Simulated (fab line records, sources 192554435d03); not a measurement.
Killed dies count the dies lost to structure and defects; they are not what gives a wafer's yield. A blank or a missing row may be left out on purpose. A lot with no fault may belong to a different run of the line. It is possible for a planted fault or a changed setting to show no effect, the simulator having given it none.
fab line records	flow n5_finfet
[record] lots = 7	wafers = 21
route steps=1938 shown WELL_APT@24 PMOS_HMC_CHANNEL_EPI@59 FIN_SAQP@96
start_h: hours from the record's first day to the start of the lot's first wafer shown	wait_h: hours elapsed since this lot's preceding step	" as in the row above	L1.1+2: a row that stands for several wafers	- value missing, or start not given	* or withheld: withheld	< > ~ a bound
route shown NAME@n: a module of which the file shows steps, and the number in the route of the first	usual: mean and standard deviation over wafers with no fault	same: alike in all rows	chamber/n: place in a boat	sites: each site's reading	_std_site: the standard deviation of these	_edge_site: the outer-site mean with the inner-site mean subtracted	radius_mm: how far each site lies from the wafer's centre	mask NAME#n: copy n	behind: tool/chamber where the wafer was last shaped	hold: reason for holding the lot/hours on hold/outcome of the hold	device: the transistor (n, p or np) that didn't switch	end of line: the route-end tests of the same wafers	where a step has no rows: the recipe by itself	killed: dies that structure and defects cost at the first sort, which is not the same as the wafer's yield	map: dies across one wafer; x = killed, . = not, _ = none there
set.NAME: the setting as run; set.NAME@STEP: as run at that earlier step	model.NAME: the simulator's own value behind a step, which no gauge read
one table per step and one row per wafer, for lots whose settings were changed on purpose
[[steps]]
[step N5_WELL_APT_EXPOSE_05]
[recipe] mask_id = NWELL	na = 0.8	source_shape = conventional	sigma_outer = 0.8	polarization = unpolarized	defocus_nm = 0	target_cd_nm = 200	dose_mj = 20.3
lot.wafer	tool	chamber	start_h	wait_h	mask	set.dose_mj
L074.1	krf_scanner-01	0	13.51	-	NWELL#0	19.91
L074.2+6	"	0	"	"	NWELL#0	20.3
L076.1+6	krf_scanner-02	0	26.17	-	NWELL#0	20.3
L076.3	"	0	"	"	NWELL#0	19.48
L079.2+4	krf_scanner-02	0	43.43	-	NWELL#0	20.3
L079.6	"	0	"	"	NWELL#0	20.99
L081.3+4+6	krf_scanner-01	0	55.56	-	NWELL#0	20.3
L094.1	krf_scanner-01	0	133.60	-	NWELL#0	19.88
L094.3+6	"	0	"	"	NWELL#0	20.3
L095.1+4+5	krf_scanner-01	0	139.64	-	NWELL#0	20.3
L097.1+2+5	krf_scanner-01	0	151.66	-	NWELL#0	20.3
[step N5_WELL_APT_DEVELOP_07]
[recipe] develop_time_s = 45	rinse_liquid = surfactant_rinse	dry = air_spin	dev_temp_c = 21
lot.wafer	tool	chamber	start_h	wait_h	set.develop_time_s
L074.1	litho_track-05	0	-	-	45
L074.2+6	"	0	"	"	54.86
L076.1+6	litho_track-02	0	-	-	45
L076.3	"	0	"	"	38.85
L079.2+4+6	litho_track-02	0	-	-	45
L081.3+4+6	litho_track-02	0	-	-	45
L094.1+3+6	litho_track-03	0	-	-	45
L095.1+4	litho_track-03	0	-	-	45
L095.5	"	0	"	"	52.06
L097.1+2+5	litho_track-02	0	-	-	45
[step N5_WELL_APT_HARDBAKE_12]
[recipe] temp_c = 130	time_s = 120
[step N5_WELL_APT_CD_MEAS_08]
[recipe] target_cd_nm = 200	landing_energy_ev = 500	detector = se_inlens
[usual] cd_nm = 199.9/1.1
lot.wafer	tool	chamber	start_h	wait_h	set.dose_mj@WELL_APT_EXPOSE_05	cd_nm
L074.1	cd_sem-01	0	13.68	-	19.91	196.4
L074.2	"	0	"	"	20.3	201.3
L074.6	"	0	"	"	20.3	201.4
L076.1	cd_sem-01	0	26.34	-	20.3	199.1
L076.3	"	0	"	"	19.48	191.6
L076.6	"	0	"	"	20.3	199.6
L079.2	cd_sem-01	0	43.60	-	20.3	199.6
L079.4	"	0	"	"	20.3	199.0
L079.6	"	0	"	"	20.99	205.5
L081.3	cd_sem-03	0	55.72	-	20.3	199.2
L081.4	"	0	"	"	20.3	200.2
L081.6	"	0	"	"	20.3	199.3
L094.1	cd_sem-03	0	133.77	-	19.88	196.6
L094.3	"	0	"	"	20.3	200.7
L094.6	"	0	"	"	20.3	199.6
L095.1	cd_sem-03	0	139.81	-	20.3	199.8
L095.4	"	0	"	"	20.3	199.5
L095.5	"	0	"	"	20.3	200.3
L097.1	cd_sem-01	0	151.83	-	20.3	199.3
L097.2	"	0	"	"	20.3	202.0
L097.5	"	0	"	"	20.3	200.9
[step N5_WELL_APT_DESCUM_13]
[recipe] chemistry = O2	time_s = 7.9	source_power_w = 50	bias_power_w = 20	pressure_mtorr = 20	rf_frequency_hz = 2.712e+07	temp_c = 40	o2_flow_sccm = 225
lot.wafer	tool	chamber	start_h	wait_h	set.dose_mj@WELL_APT_EXPOSE_05	model.WELL_APT.cd_nm
L074.1	rie_diel-04	1	13.77	0.0	19.91	196.2
L074.2+6	"	0	"	"	20.3	201.3
L076.1	rie_diel-06	3	26.43	0.0	20.3	198.9
L076.3	"	2	"	"	19.48	191
L076.6	"	1	"	"	20.3	199.5
L079.2	rie_diel-01	2	43.68	0.0	20.3	199.5
L079.4	"	1	"	"	20.3	198.8
L079.6	"	3	"	"	20.99	205.2
L081.3	rie_diel-01	2	55.81	0.0	20.3	199.2
L081.4	"	0	"	"	20.3	200.7
L081.6	"	2	"	"	20.3	199.3
L094.1	rie_diel-06	2	133.86	0.0	19.88	196.7
L094.3	"	1	"	"	20.3	200.7
L094.6	"	3	"	"	20.3	199.9
L095.1	rie_diel-01	2	140.07	0.2	20.3	199.6
L095.4	"	3	"	"	20.3	199.2
L095.5	"	2	"	"	20.3	200
L097.1	rie_diel-01	0	151.93	0.0	20.3	199.3
L097.2	"	3	"	"	20.3	202
L097.5	"	2	"	"	20.3	200.8
[step N5_PMOS_HMC_CHANNEL_EPI_COAT_03]
[recipe] resist = CAR-ArF-block	spin_rpm = 1500	resist_thk_nm = 205
lot.wafer	tool	chamber	start_h	wait_h	set.spin_rpm	model.CAR-ArF-block_of_PMOS_HMC_CHANNEL_EPI_COAT_03.thk_nm
L074.1	litho_track-04	0	-	-	1500	205.7
L074.2+6	"	0	"	"	1346	217.8
L076.1	litho_track-01	0	-	-	1607	197.1
L076.3	"	0	"	"	1500	204.7
L076.6	"	0	"	"	1500	204.4
L079.2+6	litho_track-04	0	-	-	1500	204.6
L079.4	"	0	"	"	1500	205.3
L081.3+6	litho_track-04	0	-	-	1500	205.1
L081.4	"	0	"	"	1500	204.4
L094.1	litho_track-04	0	-	-	1564	201.3
L094.3	"	0	"	"	1500	205.5
L094.6	"	0	"	"	1564	200.3
L095.1	litho_track-04	0	-	-	1610	199.2
L095.4	"	0	"	"	1500	205.8
L095.5	"	0	"	"	1610	198.7
L097.1	litho_track-05	0	-	-	1619	197.4
L097.2	"	0	"	"	1619	197.1
L097.5	"	0	"	"	1500	204.5
[step N5_PMOS_HMC_CHANNEL_EPI_PEB_07]
[recipe] peb_temp_c = 110	peb_time_s = 60	resist = CAR-ArF-block
lot.wafer	tool	chamber	start_h	wait_h	set.peb_time_s
L074.1+2+6	litho_track-01	0	17.27	0.1	60
L076.1+3	litho_track-01	0	29.94	0.1	60
L076.6	"	0	"	"	69.49
L079.2	litho_track-04	0	46.85	0.0	69.24
L079.4+6	"	0	"	"	60
L081.3+4+6	litho_track-01	0	59.33	0.0	60
L094.1+3	litho_track-04	0	137.02	0.1	60
L094.6	"	0	"	"	47.85
L095.1+4+5	litho_track-04	0	143.59	0.1	60
L097.1+2+5	litho_track-01	0	155.63	0.1	60
[step N5_PMOS_HMC_CHANNEL_EPI_DEVELOP_08]
[recipe] develop_time_s = 30	developer = TMAH	resist = CAR-ArF-block	dev_temp_c = 23	rinse_liquid = diw	dry = air_spin
[step N5_PMOS_HMC_CHANNEL_EPI_CD_MEAS_09]
[recipe] target_cd_nm = 237.4	landing_energy_ev = 500	detector = se_inlens
[usual] cd_nm = 237.5/0.87
lot.wafer	tool	chamber	start_h	wait_h	set.peb_time_s@PMOS_HMC_CHANNEL_EPI_PEB_07	cd_nm
L074.1	cd_sem-02	0	17.34	-	60	239.7
L074.2	"	0	"	"	60	237.2
L074.6	"	0	"	"	60	237.0
L076.1	cd_sem-01	0	30.00	-	60	237.0
L076.3	"	0	"	"	60	237.0
L076.6	"	0	"	"	69.49	242.5
L079.2	cd_sem-01	0	46.91	-	69.24	244.3
L079.4	"	0	"	"	60	238.3
L079.6	"	0	"	"	60	238.0
L081.3	cd_sem-03	0	59.40	-	60	238.2
L081.4	"	0	"	"	60	237.9
L081.6	"	0	"	"	60	237.8
L094.1	cd_sem-02	0	137.09	-	60	237.4
L094.3	"	0	"	"	60	237.6
L094.6	"	0	"	"	47.85	227.7
L095.1	cd_sem-03	0	143.65	-	60	238.6
L095.4	"	0	"	"	60	238.3
L095.5	"	0	"	"	60	238.6
L097.1	cd_sem-01	0	155.70	-	60	235.9
L097.2	"	0	"	"	60	236.7
L097.5	"	0	"	"	60	235.8
[step N5_PMOS_HMC_CHANNEL_EPI_DESCUM_14]
[recipe] chemistry = O2	time_s = 7.9	source_power_w = 50	bias_power_w = 20	pressure_mtorr = 20	rf_frequency_hz = 2.712e+07	temp_c = 40	resist = CAR-ArF-block	o2_flow_sccm = 225
lot.wafer	tool	chamber	start_h	wait_h	set.peb_time_s@PMOS_HMC_CHANNEL_EPI_PEB_07	model.PMOS_HMC_CHANNEL_EPI.cd_nm
L074.1	rie_diel-02	3	18.81	1.4	60	239.4
L074.2	"	1	"	"	60	237.3
L074.6	"	3	"	"	60	237.1
L076.1	rie_diel-02	3	30.09	0.0	60	236.6
L076.3	"	0	"	"	60	237.1
L076.6	"	3	"	"	69.49	242.3
L079.2	rie_diel-05	0	47.00	0.0	69.24	244.5
L079.4	"	1	"	"	60	238.3
L079.6	"	3	"	"	60	238
L081.3	rie_diel-05	3	59.49	0.0	60	238.4
L081.4	"	1	"	"	60	237.9
L081.6	"	3	"	"	60	238.1
L094.1	rie_diel-03	0	137.18	0.0	60	237.4
L094.3	"	1	"	"	60	237.2
L094.6	"	0	"	"	47.85	227.3
L095.1+5	rie_diel-02	2	143.74	0.0	60	238.6
L095.4	"	1	"	"	60	238.1
L097.1	rie_diel-03	2	155.79	0.0	60	235.9
L097.2	"	3	"	"	60	236.9
L097.5	"	0	"	"	60	235.6
[step N5_PMOS_HMC_CHANNEL_EPI_ETCH_32]
[recipe] chemistry = N2/H2	target = BARC	stop_on = SiO2	target_depth_a = 858	over_etch_frac = 0.3	time_s = 50.3	ion_energy_ev = 200	mask_material = CAR-ArF-block	pressure_mtorr = 30	source_w = 840	bias_w = 150	n2_flow_sccm = 200	h2_flow_sccm = 200
lot.wafer	tool	chamber	start_h	wait_h	set.peb_time_s@PMOS_HMC_CHANNEL_EPI_PEB_07	model.PMOS_HMC_CHANNEL_EPI.cd_nm
L074.1	rie_diel-02	3	18.85	0.0	60	242.1
L074.2	"	1	"	"	60	239.8
L074.6	"	3	"	"	60	239.5
L076.1	rie_diel-02	3	30.13	0.0	60	239.2
L076.3	"	0	"	"	60	239.6
L076.6	"	3	"	"	69.49	244.6
L079.2	rie_diel-05	0	47.04	0.0	69.24	246.9
L079.4	"	1	"	"	60	240.5
L079.6	"	3	"	"	60	240.4
L081.3	rie_diel-05	3	59.52	0.0	60	241.3
L081.4	"	1	"	"	60	240.6
L081.6	"	3	"	"	60	241.5
L094.1	rie_diel-03	0	137.21	0.0	60	239.8
L094.3	"	1	"	"	60	239.7
L094.6	"	0	"	"	47.85	229.3
L095.1	rie_diel-02	2	143.78	0.0	60	241.5
L095.4	"	1	"	"	60	240.7
L095.5	"	2	"	"	60	241.2
L097.1	rie_diel-03	2	155.82	0.0	60	238.5
L097.2	"	3	"	"	60	239.7
L097.5	"	0	"	"	60	238.1
[step N5_PMOS_HMC_CHANNEL_EPI_HM_OPEN_15]
[recipe] chemistry = CHF3/O2	target = SiO2	mask_material = CAR-ArF-block	target_depth_a = 406	CHF3_flow_sccm = 50	O2_flow_sccm = 5	Ar_flow_sccm = 200	time_s = 20.3	pressure_mtorr = 30	source_w = 650	bias_w = 170	ion_energy_ev = 200
lot.wafer	tool	chamber	start_h	wait_h	set.spin_rpm@PMOS_HMC_CHANNEL_EPI_COAT_03	model.CAR-ArF-block_of_PMOS_HMC_CHANNEL_EPI_COAT_03.thk_nm
L074.1	rie_diel-02	3	18.89	0.0	1500	89.41
L074.2	"	1	"	"	1346	103.7
L074.6	"	3	"	"	1346	101.9
L076.1	rie_diel-02	3	30.17	0.0	1607	80.93
L076.3	"	0	"	"	1500	91.85
L076.6	"	3	"	"	1500	88.14
L079.2	rie_diel-05	0	47.08	0.0	1500	93.45
L079.4	"	1	"	"	1500	90.31
L079.6	"	3	"	"	1500	90.98
L081.3	rie_diel-05	3	59.56	0.0	1500	91.44
L081.4	"	1	"	"	1500	89.99
L081.6	"	3	"	"	1500	91.92
L094.1	rie_diel-03	0	137.25	0.0	1564	87.73
L094.3	"	1	"	"	1500	93.62
L094.6	"	0	"	"	1564	87.29
L095.1	rie_diel-02	2	143.82	0.0	1610	84.2
L095.4	"	1	"	"	1500	93.23
L095.5	"	2	"	"	1610	84.53
L097.1	rie_diel-03	2	155.86	0.0	1619	84.99
L097.2	"	3	"	"	1619	85.01
L097.5	"	0	"	"	1500	91.29
[step N5_FIN_SAQP_HM_DEP_03]
[recipe] material = SiNx	target_thk_a = 380	temp_c = 400	precursor = SiH4/NH3/N2	pressure_torr = 1.5	rf_w = 300	time_s = 33.6
lot.wafer	tool	chamber	start_h	wait_h	set.time_s	model.SiNx_of_FIN_SAQP_HM_DEP_03.thk_nm
L074.1	pecvd-03	2	22.16	0.2	33.6	38.08
L074.2	"	1	"	"	33.6	37.45
L074.6	"	2	"	"	33.6	38.16
L076.1	pecvd-01	2	33.77	0.2	29.29	32.99
L076.3	"	0	"	"	33.6	37.7
L076.6	"	0	"	"	29.29	33.53
L079.2	pecvd-02	1	50.45	0.2	33.6	38.28
L079.4	"	1	"	"	31.71	36.43
L079.6	"	1	"	"	31.71	35.85
L081.3	pecvd-03	2	62.93	0.1	33.6	37.59
L081.4	"	1	"	"	33.6	37.99
L081.6	"	0	"	"	33.6	37.8
L094.1	pecvd-02	0	142.21	0.2	33.6	36.77
L094.3	"	0	"	"	33.6	37.72
L094.6	"	2	"	"	33.6	38.35
L095.1	pecvd-03	0	149.08	0.2	33.6	38.07
L095.4	"	2	"	"	33.6	38.64
L095.5	"	2	"	"	31.14	35.69
L097.1	pecvd-02	0	159.65	0.2	30.44	33.68
L097.2	"	2	"	"	33.6	37.39
L097.5	"	0	"	"	33.6	37.53
[step N5_FIN_SAQP_THK_MEAS_05]
[usual] thk_nm = 38.0/0.48
lot.wafer	tool	chamber	start_h	wait_h	set.time_s@FIN_SAQP_HM_DEP_03	thk_nm
L074.1	film_metro-02	-	22.27	0.1	33.6	38.1
L074.2	"	-	"	"	33.6	37.5
L074.6	"	-	"	"	33.6	38.1
L076.1	film_metro-02	-	33.86	0.1	29.29	33.0
L076.3	"	-	"	"	33.6	37.7
L076.6	"	-	"	"	29.29	33.5
L079.2	film_metro-02	-	50.62	0.1	33.6	38.3
L079.4	"	-	"	"	31.71	36.3
L079.6	"	-	"	"	31.71	35.8
L081.3	film_metro-02	-	63.02	0.1	33.6	37.6
L081.4	"	-	"	"	33.6	38.0
L081.6	"	-	"	"	33.6	37.8
L094.1	film_metro-01	-	142.33	0.1	33.6	36.7
L094.3	"	-	"	"	33.6	37.7
L094.6	"	-	"	"	33.6	38.3
L095.1	film_metro-01	-	149.20	0.1	33.6	38.0
L095.4	"	-	"	"	33.6	38.6
L095.5	"	-	"	"	31.14	35.7
L097.1	film_metro-01	-	159.77	0.1	30.44	33.7
L097.2	"	-	"	"	33.6	37.3
L097.5	"	-	"	"	33.6	37.5
[[key]]
[split] step = N5_WELL_APT_EXPOSE_05	setting = dose_mj	stated = 20.3	by = wafer
[response] step = N5_WELL_APT_CD_MEAS_08	reading = cd_nm	change = +1.93	per = 1%	r = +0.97
[response] step = N5_WELL_APT_DESCUM_13	reading = model.WELL_APT.cd_nm	change = +1.98	per = 1%	r = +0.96
[split] step = N5_WELL_APT_DEVELOP_07	setting = develop_time_s	stated = 45	by = wafer
response none clear
[split] step = N5_PMOS_HMC_CHANNEL_EPI_COAT_03	setting = spin_rpm	stated = 1500	by = wafer
[response] step = N5_PMOS_HMC_CHANNEL_EPI_COAT_03	reading = model.CAR-ArF-block_of_PMOS_HMC_CHANNEL_EPI_COAT_03.thk_nm	change = -1.05	per = 1%	r = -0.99
[response] step = N5_PMOS_HMC_CHANNEL_EPI_HM_OPEN_15	reading = model.CAR-ArF-block_of_PMOS_HMC_CHANNEL_EPI_COAT_03.thk_nm	change = -1.18	per = 1%	r = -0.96
[split] step = N5_PMOS_HMC_CHANNEL_EPI_PEB_07	setting = peb_time_s	stated = 60	by = wafer
[response] step = N5_PMOS_HMC_CHANNEL_EPI_CD_MEAS_09	reading = cd_nm	change = +0.424	per = 1%	r = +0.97
[response] step = N5_PMOS_HMC_CHANNEL_EPI_DESCUM_14	reading = model.PMOS_HMC_CHANNEL_EPI.cd_nm	change = +0.431	per = 1%	r = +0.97
[response] step = N5_PMOS_HMC_CHANNEL_EPI_ETCH_32	reading = model.PMOS_HMC_CHANNEL_EPI.cd_nm	change = +0.439	per = 1%	r = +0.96
[split] step = N5_FIN_SAQP_HM_DEP_03	setting = time_s	stated = 33.6	by = wafer
[response] step = N5_FIN_SAQP_HM_DEP_03	reading = model.SiNx_of_FIN_SAQP_HM_DEP_03.thk_nm	change = +0.367	per = 1%	r = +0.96
[response] step = N5_FIN_SAQP_THK_MEAS_05	reading = thk_nm	change = *	per = 1%	r = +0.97
